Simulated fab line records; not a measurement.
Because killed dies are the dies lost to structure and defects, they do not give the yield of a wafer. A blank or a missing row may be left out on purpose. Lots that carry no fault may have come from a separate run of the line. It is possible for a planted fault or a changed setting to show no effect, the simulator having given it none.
Chamber matching :: flow nand harc :: NHARC_A_CONTACT_ETCH_106 on rie diel-04 has 4 sister chambers
The step etches the open film in CF4/O2, target depth 60 nm, overetch 6 nm, time 33 s. 24 wafers are shown with their chamber, then 12 later ones without.

WAFERS, EACH WITH ITS CHAMBER
wafer: L076.1
chamber: 0
drypump motor current A (A): 6.4
rf vpp V (V): 199.5
chamber pressure mTorr (mTorr): 30.04

wafer: L076.2
chamber: 2
drypump motor current A (A): 5.3
rf vpp V (V): 198.9
chamber pressure mTorr (mTorr): 29.98

wafer: L076.6
chamber: 1
drypump motor current A (A): 5.3
rf vpp V (V): 196.3
chamber pressure mTorr (mTorr): 30.02

wafer: L080.1
chamber: 3
drypump motor current A (A): 4.9
rf vpp V (V): 195.0
chamber pressure mTorr (mTorr): 30.03

wafer: L080.2
chamber: 0
drypump motor current A (A): 6.3
rf vpp V (V): 197.4
chamber pressure mTorr (mTorr): 30.01

wafer: L080.6
chamber: 0
drypump motor current A (A): 6.3
rf vpp V (V): 198.7
chamber pressure mTorr (mTorr): 29.99

wafer: L083.2
chamber: 2
drypump motor current A (A): 5.2
rf vpp V (V): 198.9
chamber pressure mTorr (mTorr): 30.09

wafer: L083.3
chamber: 1
drypump motor current A (A): 5.3
rf vpp V (V): 198.1
chamber pressure mTorr (mTorr): 29.97

wafer: L083.4
chamber: 0
drypump motor current A (A): 6.3
rf vpp V (V): 198.5
chamber pressure mTorr (mTorr): 30.00

wafer: L085.2
chamber: 1
drypump motor current A (A): 5.3
rf vpp V (V): 197.2
chamber pressure mTorr (mTorr): 29.99

wafer: L085.3
chamber: 3
drypump motor current A (A): 4.9
rf vpp V (V): 196.4
chamber pressure mTorr (mTorr): 30.00

wafer: L085.5
chamber: 0
drypump motor current A (A): 6.4
rf vpp V (V): 199.4
chamber pressure mTorr (mTorr): 29.95

wafer: L088.4
chamber: 3
drypump motor current A (A): 4.9
rf vpp V (V): 197.6
chamber pressure mTorr (mTorr): 30.01

wafer: L088.5
chamber: 0
drypump motor current A (A): 6.4
rf vpp V (V): 197.0
chamber pressure mTorr (mTorr): 30.05

wafer: L088.6
chamber: 1
drypump motor current A (A): 5.3
rf vpp V (V): 196.9
chamber pressure mTorr (mTorr): 29.96

wafer: L087.2
chamber: 1
drypump motor current A (A): 5.3
rf vpp V (V): 195.5
chamber pressure mTorr (mTorr): 29.99

wafer: L087.3
chamber: 0
drypump motor current A (A): 6.4
rf vpp V (V): 198.4
chamber pressure mTorr (mTorr): 29.97

wafer: L087.5
chamber: 0
drypump motor current A (A): 6.4
rf vpp V (V): 197.7
chamber pressure mTorr (mTorr): 29.92

wafer: L086.3
chamber: 1
drypump motor current A (A): 5.3
rf vpp V (V): 196.7
chamber pressure mTorr (mTorr): 29.97

wafer: L086.5
chamber: 0
drypump motor current A (A): 6.4
rf vpp V (V): 198.3
chamber pressure mTorr (mTorr): 29.99

wafer: L086.6
chamber: 1
drypump motor current A (A): 5.3
rf vpp V (V): 196.4
chamber pressure mTorr (mTorr): 29.99

wafer: L090.1
chamber: 0
drypump motor current A (A): 6.4
rf vpp V (V): 199.8
chamber pressure mTorr (mTorr): 29.96

wafer: L090.5
chamber: 2
drypump motor current A (A): 5.2
rf vpp V (V): 199.1
chamber pressure mTorr (mTorr): 30.01

wafer: L090.6
chamber: 1
drypump motor current A (A): 5.3
rf vpp V (V): 197.3
chamber pressure mTorr (mTorr): 30.02

SIGNATURES, as means of the wafers listed above
reading: drypump motor current A
chamber 0: 6.370
chamber 1: 5.300
chamber 2: 5.233
chamber 3: 4.900
scatter within a chamber: 0.0372

reading: rf vpp V
chamber 0: 198.470
chamber 1: 196.800
chamber 2: 198.967
chamber 3: 196.333
scatter within a chamber: 0.875

reading: chamber pressure mTorr
chamber 0: 29.9880
chamber 1: 29.9887
chamber 2: 30.0267
chamber 3: 30.0133
scatter within a chamber: 0.0352
Rule: distance of a wafer from a chamber = root of the sum over the readings of ((wafer's reading minus chamber's mean) / reading's scatter) squared. The wafer belongs to the nearest chamber; if the next one is less than 2 further off, it can't be placed. The scatter: take each reading less its chamber's mean, square it, sum over the shown wafers, divide by the number of wafers less the number of chambers, and take the root.

WAFERS WITHOUT THEIR CHAMBER
wafer: L089.1
drypump motor current A (A): 5.3
rf vpp V (V): 195.4
chamber pressure mTorr (mTorr): 30.05

wafer: L089.2
drypump motor current A (A): 5.2
rf vpp V (V): 198.9
chamber pressure mTorr (mTorr): 29.98

wafer: L089.3
drypump motor current A (A): 4.9
rf vpp V (V): 195.7
chamber pressure mTorr (mTorr): 30.02

wafer: L094.2
drypump motor current A (A): 6.4
rf vpp V (V): 197.6
chamber pressure mTorr (mTorr): 30.02

wafer: L094.3
drypump motor current A (A): 5.2
rf vpp V (V): 198.6
chamber pressure mTorr (mTorr): 29.97

wafer: L094.6
drypump motor current A (A): 5.2
rf vpp V (V): 197.2
chamber pressure mTorr (mTorr): 30.00

wafer: L096.2
drypump motor current A (A): 5.2
rf vpp V (V): 197.6
chamber pressure mTorr (mTorr): 30.02

wafer: L096.3
drypump motor current A (A): 4.9
rf vpp V (V): 194.1
chamber pressure mTorr (mTorr): 30.03

wafer: L096.6
drypump motor current A (A): 5.3
rf vpp V (V): 200.9
chamber pressure mTorr (mTorr): 29.99

wafer: L095.1
drypump motor current A (A): 4.9
rf vpp V (V): 195.6
chamber pressure mTorr (mTorr): 29.97

wafer: L095.2
drypump motor current A (A): 5.2
rf vpp V (V): 196.0
chamber pressure mTorr (mTorr): 29.96

wafer: L095.5
drypump motor current A (A): 5.3
rf vpp V (V): 196.3
chamber pressure mTorr (mTorr): 29.98

THE CHAMBER EACH PASSED THROUGH
wafer: L089.1
from the rows above: 1
in truth: 1

wafer: L089.2
from the rows above: 2
in truth: 2

wafer: L089.3
from the rows above: 3
in truth: 3

wafer: L094.2
from the rows above: 0
in truth: 0

wafer: L094.3
from the rows above: can't be placed: 2 or 1
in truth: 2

wafer: L094.6
from the rows above: can't be placed: 2 or 1
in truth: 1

wafer: L096.2
from the rows above: can't be placed: 2 or 1
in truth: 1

wafer: L096.3
from the rows above: 3
in truth: 3

wafer: L096.6
from the rows above: can't be placed: 2 or 1
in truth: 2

wafer: L095.1
from the rows above: 3
in truth: 3

wafer: L095.2
from the rows above: can't be placed: 1 or 2
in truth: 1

wafer: L095.5
from the rows above: 1
in truth: 1
Placed correctly: 7 of 12. Can't be placed from these rows: 5 (the true chamber is among the candidates in 5). Number placed wrongly: 0.
